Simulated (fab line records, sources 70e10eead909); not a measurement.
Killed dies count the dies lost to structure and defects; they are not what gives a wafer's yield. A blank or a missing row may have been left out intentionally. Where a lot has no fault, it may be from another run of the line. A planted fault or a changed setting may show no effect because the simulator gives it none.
Chamber matching || flow nandHarc || rieDiel-05 running NHARC_A_ZERO_WELL_DESCUM_12: 4 sister chambers
The step chemistry O2, time 3 s. 33 wafers are shown with their chamber, then 12 later ones without.

## WAFERS WITH THEIR CHAMBER
{"wafer": "L076.1", "chamber": 1, "showerheadPlenumPTorr (Torr)": 2.01, "oesProductAu (a.u.)": 1.003, "rfVppV (V)": 57.3}
{"wafer": "L076.3", "chamber": 3, "showerheadPlenumPTorr (Torr)": 1.92, "oesProductAu (a.u.)": 0.999, "rfVppV (V)": 56.8}
{"wafer": "L076.4", "chamber": 0, "showerheadPlenumPTorr (Torr)": 2.04, "oesProductAu (a.u.)": 0.997, "rfVppV (V)": 57.6}
{"wafer": "L077.3", "chamber": 1, "showerheadPlenumPTorr (Torr)": 2.01, "oesProductAu (a.u.)": 0.994, "rfVppV (V)": 56.8}
{"wafer": "L077.5", "chamber": 3, "showerheadPlenumPTorr (Torr)": 1.92, "oesProductAu (a.u.)": 0.999, "rfVppV (V)": 58.9}
{"wafer": "L077.6", "chamber": 2, "showerheadPlenumPTorr (Torr)": 1.84, "oesProductAu (a.u.)": 1.004, "rfVppV (V)": 58.6}
{"wafer": "L078.1", "chamber": 3, "showerheadPlenumPTorr (Torr)": 1.92, "oesProductAu (a.u.)": 1.001, "rfVppV (V)": 58.9}
{"wafer": "L078.4", "chamber": 1, "showerheadPlenumPTorr (Torr)": 2.01, "oesProductAu (a.u.)": 1.004, "rfVppV (V)": 59.2}
{"wafer": "L078.5", "chamber": 2, "showerheadPlenumPTorr (Torr)": 1.84, "oesProductAu (a.u.)": 1.008, "rfVppV (V)": 56.8}
{"wafer": "L079.3", "chamber": 3, "showerheadPlenumPTorr (Torr)": 1.92, "oesProductAu (a.u.)": 0.999, "rfVppV (V)": 56.3}
{"wafer": "L079.4", "chamber": 1, "showerheadPlenumPTorr (Torr)": 2.01, "oesProductAu (a.u.)": 1.002, "rfVppV (V)": 57.8}
{"wafer": "L079.6", "chamber": 3, "showerheadPlenumPTorr (Torr)": 1.92, "oesProductAu (a.u.)": 0.999, "rfVppV (V)": 57.9}
{"wafer": "L081.1", "chamber": 2, "showerheadPlenumPTorr (Torr)": 1.84, "oesProductAu (a.u.)": 1.002, "rfVppV (V)": 55.0}
{"wafer": "L081.2", "chamber": 1, "showerheadPlenumPTorr (Torr)": 2.01, "oesProductAu (a.u.)": 1.001, "rfVppV (V)": 56.5}
{"wafer": "L081.5", "chamber": 3, "showerheadPlenumPTorr (Torr)": 1.92, "oesProductAu (a.u.)": 0.993, "rfVppV (V)": 57.4}
{"wafer": "L082.1", "chamber": 1, "showerheadPlenumPTorr (Torr)": 2.01, "oesProductAu (a.u.)": 1.000, "rfVppV (V)": 58.5}
{"wafer": "L082.3", "chamber": 3, "showerheadPlenumPTorr (Torr)": 1.92, "oesProductAu (a.u.)": 1.003, "rfVppV (V)": 58.3}
{"wafer": "L082.6", "chamber": 0, "showerheadPlenumPTorr (Torr)": 2.04, "oesProductAu (a.u.)": 1.003, "rfVppV (V)": 57.7}
{"wafer": "L086.2", "chamber": 2, "showerheadPlenumPTorr (Torr)": 1.84, "oesProductAu (a.u.)": 1.008, "rfVppV (V)": 58.7}
{"wafer": "L086.5", "chamber": 1, "showerheadPlenumPTorr (Torr)": 2.01, "oesProductAu (a.u.)": 0.996, "rfVppV (V)": 58.7}
{"wafer": "L086.6", "chamber": 2, "showerheadPlenumPTorr (Torr)": 1.84, "oesProductAu (a.u.)": 1.005, "rfVppV (V)": 57.6}
{"wafer": "L087.3", "chamber": 3, "showerheadPlenumPTorr (Torr)": 1.92, "oesProductAu (a.u.)": 1.004, "rfVppV (V)": 56.4}
{"wafer": "L087.4", "chamber": 2, "showerheadPlenumPTorr (Torr)": 1.84, "oesProductAu (a.u.)": 1.001, "rfVppV (V)": 58.0}
{"wafer": "L087.5", "chamber": 3, "showerheadPlenumPTorr (Torr)": 1.92, "oesProductAu (a.u.)": 0.996, "rfVppV (V)": 58.4}
{"wafer": "L088.2", "chamber": 2, "showerheadPlenumPTorr (Torr)": 1.84, "oesProductAu (a.u.)": 0.998, "rfVppV (V)": 57.7}
{"wafer": "L088.5", "chamber": 0, "showerheadPlenumPTorr (Torr)": 2.04, "oesProductAu (a.u.)": 1.004, "rfVppV (V)": 57.7}
{"wafer": "L088.6", "chamber": 1, "showerheadPlenumPTorr (Torr)": 2.01, "oesProductAu (a.u.)": 0.994, "rfVppV (V)": 58.3}
{"wafer": "L089.1", "chamber": 1, "showerheadPlenumPTorr (Torr)": 2.01, "oesProductAu (a.u.)": 1.011, "rfVppV (V)": 57.2}
{"wafer": "L089.2", "chamber": 0, "showerheadPlenumPTorr (Torr)": 2.04, "oesProductAu (a.u.)": 1.009, "rfVppV (V)": 59.1}
{"wafer": "L089.4", "chamber": 2, "showerheadPlenumPTorr (Torr)": 1.84, "oesProductAu (a.u.)": 1.010, "rfVppV (V)": 57.9}
{"wafer": "L090.1", "chamber": 1, "showerheadPlenumPTorr (Torr)": 2.00, "oesProductAu (a.u.)": 1.002, "rfVppV (V)": 58.3}
{"wafer": "L090.2", "chamber": 0, "showerheadPlenumPTorr (Torr)": 2.04, "oesProductAu (a.u.)": 1.006, "rfVppV (V)": 57.9}
{"wafer": "L090.4", "chamber": 2, "showerheadPlenumPTorr (Torr)": 1.84, "oesProductAu (a.u.)": 1.012, "rfVppV (V)": 56.8}

SIGNATURES (averages over the wafers above)
{"reading": "showerheadPlenumPTorr", "chamber 0": 2.0400, "chamber 1": 2.0090, "chamber 2": 1.8400, "chamber 3": 1.9200, "scatter within a chamber": 0.00176}
{"reading": "oesProductAu", "chamber 0": 1.00380, "chamber 1": 1.00070, "chamber 2": 1.00533, "chamber 3": 0.99922, "scatter within a chamber": 0.00444}
{"reading": "rfVppV", "chamber 0": 58.000, "chamber 1": 57.860, "chamber 2": 57.456, "chamber 3": 57.700, "scatter within a chamber": 0.969}
Rule: a wafer lies at a distance from a chamber equal to the root of the sum of squares, over the readings, of (its reading less the chamber's mean, divided by the reading's scatter). The wafer belongs to the nearest chamber; if the next one is less than 2 further off, it can't be placed. The scatter is the square root of a quotient: the sum, over the shown wafers, of each reading's squared deviation from its chamber's mean, divided by wafers minus chambers.

## WAFERS WITH NO CHAMBER GIVEN
{"wafer": "L092.1", "showerheadPlenumPTorr (Torr)": 1.92, "oesProductAu (a.u.)": 1.006, "rfVppV (V)": 58.0}
{"wafer": "L092.3", "showerheadPlenumPTorr (Torr)": 1.84, "oesProductAu (a.u.)": 0.995, "rfVppV (V)": 57.8}
{"wafer": "L092.6", "showerheadPlenumPTorr (Torr)": 1.84, "oesProductAu (a.u.)": 1.007, "rfVppV (V)": 58.6}
{"wafer": "L093.4", "showerheadPlenumPTorr (Torr)": 2.04, "oesProductAu (a.u.)": 1.011, "rfVppV (V)": 59.1}
{"wafer": "L093.5", "showerheadPlenumPTorr (Torr)": 1.84, "oesProductAu (a.u.)": 1.001, "rfVppV (V)": 57.2}
{"wafer": "L093.6", "showerheadPlenumPTorr (Torr)": 2.00, "oesProductAu (a.u.)": 0.998, "rfVppV (V)": 56.7}
{"wafer": "L094.1", "showerheadPlenumPTorr (Torr)": 2.04, "oesProductAu (a.u.)": 1.004, "rfVppV (V)": 58.1}
{"wafer": "L094.2", "showerheadPlenumPTorr (Torr)": 1.84, "oesProductAu (a.u.)": 1.002, "rfVppV (V)": 57.2}
{"wafer": "L094.4", "showerheadPlenumPTorr (Torr)": 2.00, "oesProductAu (a.u.)": 0.990, "rfVppV (V)": 56.7}
{"wafer": "L096.1", "showerheadPlenumPTorr (Torr)": 1.84, "oesProductAu (a.u.)": 1.005, "rfVppV (V)": 58.5}
{"wafer": "L096.3", "showerheadPlenumPTorr (Torr)": 1.92, "oesProductAu (a.u.)": 0.998, "rfVppV (V)": 56.3}
{"wafer": "L096.5", "showerheadPlenumPTorr (Torr)": 1.92, "oesProductAu (a.u.)": 0.988, "rfVppV (V)": 57.3}

## THE CHAMBER EACH PASSED THROUGH
{"wafer": "L092.1", "from the rows above": 3, "in truth": 3}
{"wafer": "L092.3", "from the rows above": 2, "in truth": 2}
{"wafer": "L092.6", "from the rows above": 2, "in truth": 2}
{"wafer": "L093.4", "from the rows above": 0, "in truth": 0}
{"wafer": "L093.5", "from the rows above": 2, "in truth": 2}
{"wafer": "L093.6", "from the rows above": 1, "in truth": 1}
{"wafer": "L094.1", "from the rows above": 0, "in truth": 0}
{"wafer": "L094.2", "from the rows above": 2, "in truth": 2}
{"wafer": "L094.4", "from the rows above": 1, "in truth": 1}
{"wafer": "L096.1", "from the rows above": 2, "in truth": 2}
{"wafer": "L096.3", "from the rows above": 3, "in truth": 3}
{"wafer": "L096.5", "from the rows above": 3, "in truth": 3}
Placed correctly: 12 of 12. Can't be placed from these rows: 0. Number placed wrongly: 0.
